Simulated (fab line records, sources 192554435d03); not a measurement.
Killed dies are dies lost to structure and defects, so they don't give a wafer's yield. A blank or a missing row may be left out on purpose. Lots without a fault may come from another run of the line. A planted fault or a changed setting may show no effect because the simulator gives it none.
fab line records | flow n5_finfet
record lots=4 wafers=11 last_day=16
route steps=1938 shown DUMMY_GATE@238 SPACER0@258 SD_EPI_N@262 PASSIVATION@1936
lots that met no fault: from a run of the same line without faults
start_h: hours from the record's first day to the start of the lot's first wafer shown | wait_h: hours since the lot's step before | " the same as in the row above | L1.1+2: a row that stands for several wafers | - no value, or no start given | * or withheld: withheld | < > ~ a bound
route shown NAME@n: a module of which the file shows steps, and the number in the route of the first | usual: mean/standard deviation of fault-free wafers | same: alike in all rows | chamber/n: place in a boat | sites: the reading at each site | _std_site: their standard deviation | _edge_site: outer sites' mean less inner sites' | radius_mm: how far each site lies from the wafer's centre | mask NAME#n: copy n | behind: the tool/chamber that last shaped the wafer | hold: why the lot was held/for how many hours/how that ended | device: the transistor (n, p or np) that didn't switch | end of line: the same wafers' tests at the end of the route | a step without rows: its recipe alone | killed: dies lost to structure and defects at the first sort, not the wafer's yield | map: a wafer's dies, x killed, . not, _ none there
set.NAME: the setting as run; set.NAME@STEP: as run at that earlier step | model.NAME: the simulator's own value behind a step, which no gauge read
lots at some steps of the route; a table a step, a row a wafer
services: from which hour (start_h, from the record's first day; less than 0 if before it) a tool's chamber was out of use, for how many hours, and why
## steps
# step N5_DUMMY_GATE_STRIP_38
# recipe chemistry=N2/H2 temp_c=40 n2_flow_sccm=200 h2_flow_sccm=200 rf_frequency_hz=6e+07
# step N5_DUMMY_GATE_STRIP_39
# recipe chemistry=N2/H2 temp_c=40 n2_flow_sccm=200 h2_flow_sccm=200 rf_frequency_hz=6e+07
# step N5_DUMMY_GATE_TRIM_49
# recipe chemistry=O2 resist=SOC time_s=29 target_cd_nm=14 source_power_w=300 bias_power_w=0 O2_flow_sccm=100 temp_c=20
# step N5_DUMMY_GATE_STRIP_40
# recipe chemistry=CF4 resist=SiARC power_w=300 bias_power_w=75 pressure_mtorr=50 cf4_flow_sccm=150 rf_frequency_hz=6e+07
# step N5_DUMMY_GATE_ETCH_31
# recipe chemistry=C4F6/O2 target=SiO2 mask_material=SOC target_depth_a=825 time_s=27.5 ion_energy_ev=250 pressure_mtorr=30 source_w=345 bias_w=185 Ar_flow_sccm=300 C4F6_flow_sccm=10 O2_flow_sccm=10
# step N5_DUMMY_GATE_STRIP_41
# recipe chemistry=O2 power_w=400 temp_c=40 pressure_mtorr=30 rf_frequency_hz=6e+07 bias_power_w=0 overash_fraction=0.3 o2_flow_sccm=225
# step N5_DUMMY_GATE_HM_OPEN_21
# recipe chemistry=CH3F/O2 target=SiNx target_depth_a=1200 Ar_flow_sccm=150 CH3F_flow_sccm=30 O2_flow_sccm=23 time_s=171.4 pressure_mtorr=30 source_w=395 bias_w=73 ion_energy_ev=120.7
# step N5_DUMMY_GATE_ETCH_32
# recipe chemistry=CF4 target=SiO2 target_depth_a=35 time_s=3.9 ion_energy_ev=350 pressure_mtorr=10 icp_w=800 bias_w=400 cf4_flow_sccm=80
# step N5_DUMMY_GATE_ETCH_23
# recipe chemistry=HBr/Cl2/O2 HBr_flow_sccm=150 Cl2_flow_sccm=80 O2_flow_sccm=12 bias_w=102 target_depth_a=410 time_s=22.3 target=poly-Si mask_material=SiO2 pressure_mtorr=10 icp_w=800
# step N5_DUMMY_GATE_ETCH_44
# recipe chemistry=HBr/O2 over_etch_frac=0.7 target_depth_a=1275 stop_on=SiO2 ion_energy_ev=60 bias_w=20 target=poly-Si mask_material=SiO2 pressure_mtorr=20 icp_w=400 HBr_flow_sccm=120 O2_flow_sccm=10
# step N5_DUMMY_GATE_ETCH_42
# recipe chemistry=CHF3/O2 target=SiO2 target_depth_a=35 time_s=31 ion_energy_ev=30 bias_w=12 pressure_mtorr=30 source_w=600 Ar_flow_sccm=200 CHF3_flow_sccm=50 O2_flow_sccm=5
# usual drypump_motor_current_A=5.6/0.5 oes_product_au=0.78/0.068 rf_vpp_V=42.4/1 showerhead_plenum_p_Torr=2.44/0.055 throttle_valve_pct=18.81/0.17
# columns lot.wafer tool chamber start_h wait_h drypump_motor_current_A oes_product_au rf_hours_counter_h rf_vpp_V showerhead_plenum_p_Torr throttle_valve_pct
L285.2 rie_diel-02 3 47.99 0.0 5.0 0.78 128 43.8 2.53 18.60
L285.5 " 1 " " 5.7 0.82 - 40.9 2.41 18.58
L293.3 rie_diel-02 0 98.54 0.2 5.3 0.72 180 41.5 2.39 18.94
L293.4 " 2 " " 6.3 0.70 241 42.7 2.49 19.10
L293.6 " 2 " " 6.4 0.70 - 43.6 2.49 19.09
L294.2 rie_diel-02 1 102.50 0.1 5.7 0.81 119 41.3 2.41 18.60
L294.3 " 2 " " 6.4 0.69 243 42.7 2.49 19.10
L294.5 " 2 " " 6.4 0.69 - 42.6 2.49 19.08
L302.1 rie_diel-04 0 149.29 0.1 5.1 0.80 83 41.9 2.44 18.75
L302.5 " 2 " " 5.0 0.88 - 43.5 2.36 18.91
L302.6 " 0 " " 5.1 0.81 - 42.4 2.44 18.75
# step N5_DUMMY_GATE_STRIP_48
# recipe chemistry=N2/H2 time_s=20 power_w=100 temp_c=40 pressure_mtorr=100 rf_frequency_hz=6e+07 bias_power_w=3 n2_flow_sccm=300 h2_flow_sccm=300
# step N5_DUMMY_GATE_PRECLEAN_33
# recipe chemistry=dHF time_s=10 dilution=750:1 temp_c=25
# step N5_DUMMY_GATE_PRECLEAN_25
# recipe chemistry=O3/DIW time_s=45 temp_c=22 o3_ppm=10
# step N5_DUMMY_GATE_PRECLEAN_51
# recipe chemistry=SC2 time_s=45 temp_c=35 mix=1:1:50
# step N5_DUMMY_GATE_SRD_26
# recipe dry=ipa_marangoni time_s=30 temp_c=23 rinse_liquid=diw
# step N5_DUMMY_GATE_UV_OZONE_45
# recipe time_s=120 pressure_torr=760 temp_c=25
# step N5_DUMMY_GATE_INSPECT_27
# recipe inspect_instrument=brightfield mode=aei
# usual raw_defect_count=292/85
# columns lot.wafer tool chamber start_h wait_h raw_defect_count
L285.2 defect_inspect-02 - 48.23 0.0 354
L285.5 " - " " 252
L293.3 defect_inspect-01 - 98.77 0.0 279
L293.4 " - " " 1651
L293.6 " - " " 1609
L294.2 defect_inspect-02 - 102.73 0.0 273
L294.3 " - " " 1753
L294.5 " - " " 1825
L302.1 defect_inspect-01 - 149.53 0.0 204
L302.5 " - " " 249
L302.6 " - " " 190
# step N5_SPACER0_ALD_07
# recipe material=SiNx target_thk_a=20 temp_c=400 ald_precursor_family=SiH2I2 ald_co_reactant=N2/H2-plasma pressure_torr=2
# step N5_SPACER0_ALD_00
# recipe material=SiOCN target_thk_a=35 temp_c=400 ald_precursor_family=alkyl-aminosilane ald_co_reactant=O2/N2-plasma pulse_time_s=3 purge_time_s=2 co_reactant_purge_time_s=2 ald_cycles=58 pressure_torr=2
# step N5_SPACER0_ALD_08
# recipe material=SiNx target_thk_a=20 temp_c=400 ald_precursor_family=SiH2I2 ald_co_reactant=N2/H2-plasma pressure_torr=2
# step N5_SPACER0_INSPECT_04
# recipe inspect_instrument=darkfield mode=post_dep
# usual raw_defect_count=133/33
# columns lot.wafer tool chamber start_h wait_h raw_defect_count
L285.2 defect_inspect-02 - 48.83 0.1 155
L285.5 " - " " 107
L293.3 defect_inspect-02 - 99.48 0.1 131
L293.4 " - " " 1546
L293.6 " - " " 1526
L294.2 defect_inspect-01 - 103.34 0.1 120
L294.3 " - " " 1550
L294.5 " - " " 1547
L302.1 defect_inspect-01 - 150.13 0.1 93
L302.5 " - " " 97
L302.6 " - " " 69
# step N5_SD_EPI_N_COAT_32
# recipe resist=SOC temp_c=250 time_s=60 spin_rpm=1500 resist_thk_nm=350
# step N5_SD_EPI_N_COAT_33
# recipe resist=SiARC temp_c=220 time_s=60 spin_rpm=1500 resist_thk_nm=35
# step N5_SD_EPI_N_COAT_03
# recipe resist=CAR-ArF-block spin_rpm=1500 resist_thk_nm=150
# step N5_SD_EPI_N_EBR_05
# recipe solvent=PGMEA ebr_width_mm=1.5
# step N5_SD_EPI_N_SOFTBAKE_04
# recipe temp_c=110 time_s=60 resist=CAR-ArF-block
# step N5_SD_EPI_N_EXPOSE_06
# recipe mask_id=SD_N_BLK na=1.35 source_shape=conventional sigma_outer=0.8 polarization=unpolarized target_cd_nm=120 dose_mj=39.75
# step N5_SD_EPI_N_PEB_07
# recipe peb_temp_c=110 peb_time_s=60 resist=CAR-ArF-block
# step N5_SD_EPI_N_DEVELOP_08
# recipe develop_time_s=30 developer=TMAH resist=CAR-ArF-block dev_temp_c=23 rinse_liquid=diw dry=air_spin
# step N5_SD_EPI_N_INSPECT_11
# recipe mode=adi inspect_instrument=macro
# usual raw_defect_count=2.1/1.3
# columns lot.wafer tool chamber start_h wait_h raw_defect_count
L285.2 defect_inspect-01 - 49.28 0.0 2
L285.5 " - " " 2
L293.3 defect_inspect-02 - 99.94 0.0 3
L293.4 " - " " >300
L293.6 " - " " >300
L294.2 defect_inspect-01 - 103.79 0.0 1
L294.3 " - " " >300
L294.5 " - " " >300
L302.1 defect_inspect-02 - 150.59 0.0 2
L302.5 " - " " 1
L302.6 " - " " 3
# step N5_SD_EPI_N_DESCUM_14
# recipe chemistry=O2 time_s=7.9 source_power_w=50 bias_power_w=20 pressure_mtorr=20 rf_frequency_hz=2.712e+07 temp_c=40 resist=CAR-ArF-block o2_flow_sccm=225
# step N5_SD_EPI_N_ETCH_34
# recipe chemistry=CF4 target=SiARC target_depth_a=455 mask_material=CAR-ArF-block time_s=75.8 ion_energy_ev=80 pressure_mtorr=40 source_w=545 bias_w=36 Ar_flow_sccm=100 cf4_flow_sccm=100 ends=cleared
# step N5_SD_EPI_N_ETCH_35
# recipe chemistry=N2/H2 target=SOC overetch_a=1080 mask_material=SiARC temp_c=40 ion_energy_ev=100 source_w=3000 bias_w=133 pressure_mtorr=20 time_s=486 n2_flow_sccm=200 h2_flow_sccm=200
# step N5_SD_EPI_N_STRIP_36
# recipe chemistry=N2/H2 temp_c=40 n2_flow_sccm=200 h2_flow_sccm=200 rf_frequency_hz=6e+07
# step N5_SD_EPI_N_ETCHBACK_44
# recipe chemistry=CH3F/O2 mode=anisotropic_etchback target=SiNx target_depth_a=145 stop_on=SiO2 over_etch_frac=0.3 ion_energy_ev=120 pressure_mtorr=30 source_w=395 bias_w=73 Ar_flow_sccm=150 CH3F_flow_sccm=30 O2_flow_sccm=20
# step N5_SD_EPI_N_ETCH_45
# recipe chemistry=CH3F/O2 target=SiOCN target_depth_a=60 mask_material=SOC ion_energy_ev=60 bias_w=29 pressure_mtorr=15 source_w=410 Ar_flow_sccm=150 CH3F_flow_sccm=30 O2_flow_sccm=20
# step N5_SD_EPI_N_ETCH_16
# recipe chemistry=CHF3/O2 target=SiO2 target_depth_a=50 mask_material=SOC pressure_mtorr=30 source_w=650 bias_w=170 Ar_flow_sccm=200 CHF3_flow_sccm=50 O2_flow_sccm=5 ion_energy_ev=200
# step N5_SD_EPI_N_INSPECT_26
# recipe inspect_instrument=darkfield mode=post_epi
# usual raw_defect_count=200/46
# columns lot.wafer tool chamber start_h wait_h raw_defect_count
L285.2 defect_inspect-01 - 55.16 0.1 243
L285.5 " - " " 142
L293.3 defect_inspect-02 - 103.95 0.1 201
L293.4 " - " " 1619
L293.6 " - " " 1598
L294.2 defect_inspect-01 - 108.53 0.1 212
L294.3 " - " " 1640
L294.5 " - " " 1649
L302.1 defect_inspect-01 - 154.97 0.1 126
L302.5 " - " " 139
L302.6 " - " " 113
# step N5_PASSIVATION_PROBE_49
# usual killed_at_M0_to_M3=33/9.9 killed_at_M4_up=14/6.4 killed_at_contacts=12/7 killed_at_front_end=41/13 killed_at_other=3.1/2.9 killed_dies=103/20 killed_on_rim=13/4 killed_open=67/14 killed_short=34/9.4
# same gross_dies=1180 killed_at_back_side=0
# columns lot.wafer tool chamber start_h wait_h killed_at_M0_to_M3 killed_at_M4_up killed_at_contacts killed_at_front_end killed_at_other killed_dies killed_on_rim killed_open killed_short
L293.3 prober-01 - 305.09 0.1 57 2 8 65 3 135 12 81 50
L293.4 prober-01 - 305.14 0.2 37 11 8 143 3 202 30 69 38
L293.6 prober-01 - 305.24 0.3 35 7 8 126 6 182 34 60 32
L294.3 prober-01 - 319.12 0.1 28 5 4 159 1 197 32 64 43
L294.5 prober-01 - 319.22 0.2 31 15 20 120 2 188 33 78 20
L302.1 prober-02 - 378.20 0.0 40 13 11 46 4 114 11 70 41
# killed by level:class
L293.3 FIN_SAQP:geometric_particle:short=14 BEOL_M3:geometric_particle:open=14 STI_FIN_REVEAL:geometric_particle:open=13 BEOL_M0_SAQP:geometric_particle:short=12 DUMMY_GATE:geometric_particle:open=9 BEOL_M0_SAQP:geometric_particle:open=9 FIN_SAQP:geometric_particle:open=7 MOL_CONTACT_COAG:geometric_particle:open=7
L293.4 DUMMY_GATE:unspecified=95 STI_FIN_REVEAL:geometric_particle:open=28 BEOL_M3:geometric_particle:open=7 MOL_CONTACT_COAG:geometric_particle:open=7 BEOL_M0_SAQP:geometric_particle:short=7 FIN_SAQP:geometric_particle:short=6 BEOL_M0_SAQP:geometric_particle:open=6 BEOL_M4:geometric_particle:short=6
L293.6 DUMMY_GATE:unspecified=88 FIN_SAQP:geometric_particle:short=11 BEOL_M2:geometric_particle:open=10 BEOL_M0_SAQP:geometric_particle:open=9 STI_FIN_REVEAL:geometric_particle:open=8 MOL_CONTACT_COAG:geometric_particle:open=8 FIN_SAQP:geometric_particle:open=7 BEOL_M0_SAQP:geometric_particle:short=7
L294.3 DUMMY_GATE:unspecified=90 FIN_SAQP:geometric_particle:short=28 FIN_SAQP:geometric_particle:open=17 BEOL_M0_SAQP:geometric_particle:open=7 DUMMY_GATE:geometric_particle:open=6 BEOL_M2:geometric_particle:open=6 BEOL_M3:geometric_particle:open=6 STI_FIN_REVEAL:geometric_particle:open=5
L294.5 DUMMY_GATE:unspecified=90 MOL_CONTACT_COAG:geometric_particle:open=18 FIN_SAQP:geometric_particle:open=11 BEOL_M3:geometric_particle:open=8 BEOL_M0_SAQP:geometric_particle:open=8 BEOL_M1:geometric_particle:open=6 BEOL_M4:geometric_particle:open=6 ILD0:geometric_particle:open=4
L302.1 BEOL_M0_SAQP:geometric_particle:short=16 STI_FIN_REVEAL:geometric_particle:open=13 FIN_SAQP:geometric_particle:open=12 MOL_CONTACT_COAG:geometric_particle:open=10 BEOL_M0_SAQP:geometric_particle:open=9 BEOL_M3:geometric_particle:open=9 FIN_SAQP:geometric_particle:short=6 BEOL_M5:geometric_particle:open=5
# map L293.4 (x killed, . not)
_________________xxxxxxxxx.x.________________
______________xxxxxxxxxxxxxx.x.._____________
___________.xxxxxxxxxxxxxxx.x......__________
__________..xxxxxxxxxxxxxxx.x.x....._________
________....xx.xxxxxxxxxxx.x.........._______
_______...xxxx.xxxxxxxxxxx.x...........______
______....x..x.xxxxxxxxxxx.x............_____
_____...x....x....xxx....................____
____.............xx............x...x......___
___x..x..x...x..........x.x........x.x.....__
___.......x.x......xx......................__
__............xx....x..............x......x._
__...x..x....x.......................x.....x_
_..........x.................x..x....x.......
_..x............x..x......x.x..x...x....x....
_.xx.x..........x...........................x
_................x....x....................x.
_.................x..........................
_..x.........................................
_.....................x.x...........x....x...
_........x................x.....x............
__.......xx..x........................x....x_
__...xx...........x........x..............xx_
___......................x.................__
___.......xx....x.......................x..__
____..x...x.x...................x.x.......___
_____.....x..x....................x...x..____
______............x........x............_____
_______x......x....................x...______
________....xx...............x........_______
__________....x...............x....._________
___________..x.................xx..__________
______________........x........._____________
_________________.......x....________________
# map L294.3 (x killed, . not)
_________________xxxxxxxxx.x.________________
______________xxxxxxxxxxxx...x.._____________
___________xxxxxxxxxxxxxxxxx.......__________
__________..xxxxxxxxxxxxxxxx.......x_________
________..x.xxxxxxxxxxxx.xx........x.._______
_______.....x..xxxxxxxxx..........x...x______
______xx..x....xx.x.xxx....x............_____
_____.x.......x..xxxxxxx.................____
____....xx............x.......x.......x...___
___...........x......x..............x......__
___..x......x...................x..........__
__...x....x.....x.............xx...x........_
__....................x.x.........x.......x._
_............xx..x....................x..x...
_.........x..................................
_.......x......x..............x..............
_....x..x....x..........x.......x...x........
_............x.............x..........x......
_.x........................x....x.....x..x...
_....................x......x.xx.............
_............xx......x........x..............
__............x.....................x....x.._
__..x...x.x........x........x..............._
___..........x.x.......xx.x................__
___......................x...x.............__
____...xxx......x............x..x.........___
_____..........x.x.............x.........____
______.x.....x.........................._____
_______............x..............x...x______
________x.........x...x.......x...x..._______
__________.x....................x..._________
___________....x........x..........__________
______________....x............._____________
_________________.x....x.....________________
## services
# columns tool chamber start_h hours kind
rie_diel-04 2 77.28 6.0 repair
rie_diel-02 2 131.19 - clean
rie_diel-02 2 131.19 - consumable_replace:focus_ring
rie_diel-02 2 131.19 24.2 scheduled_down
rie_diel-02 2 131.19 24.2 vent_cycle
rie_diel-04 3 133.61 22.5 repair
## key
first_sign step=N5_DUMMY_GATE_INSPECT_27 reading=raw_defect_count direction=up sigmas=17 usual=292 struck=1710
effect step=N5_SPACER0_INSPECT_04 reading=raw_defect_count direction=up sigmas=42 usual=133 struck=1542
effect step=N5_SD_EPI_N_INSPECT_11 reading=raw_defect_count direction=up sigmas=99+ usual=2.1 struck=>300
effect step=N5_SD_EPI_N_INSPECT_26 reading=raw_defect_count direction=up sigmas=31 usual=200 struck=1626
effect step=N5_PASSIVATION_PROBE_49 reading=killed_at_front_end direction=up sigmas=7.3 usual=41 struck=137
more_kills_born_at N5_DUMMY_GATE_ETCH_42@rie_diel-02=363
met_at N5_DUMMY_GATE_ETCH_42
struck_wafers L293.4,L293.6,L294.3,L294.5
tester_left_out L293,L294
fault kind=chamber_particle_source tool=rie_diel-02 chamber=2 onset_h=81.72 steps=N5_DUMMY_GATE_ETCH_42 rate_per_visit_cm2=2.1989 end_h=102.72
# tester_left_out: of these lots the tester's yield and bins aren't shown, on N5 and GAA mostly nor the transistor test; their killed dies are dies lost to structure and defects alone, not to doping, threshold or leakage, so they don't give the yield
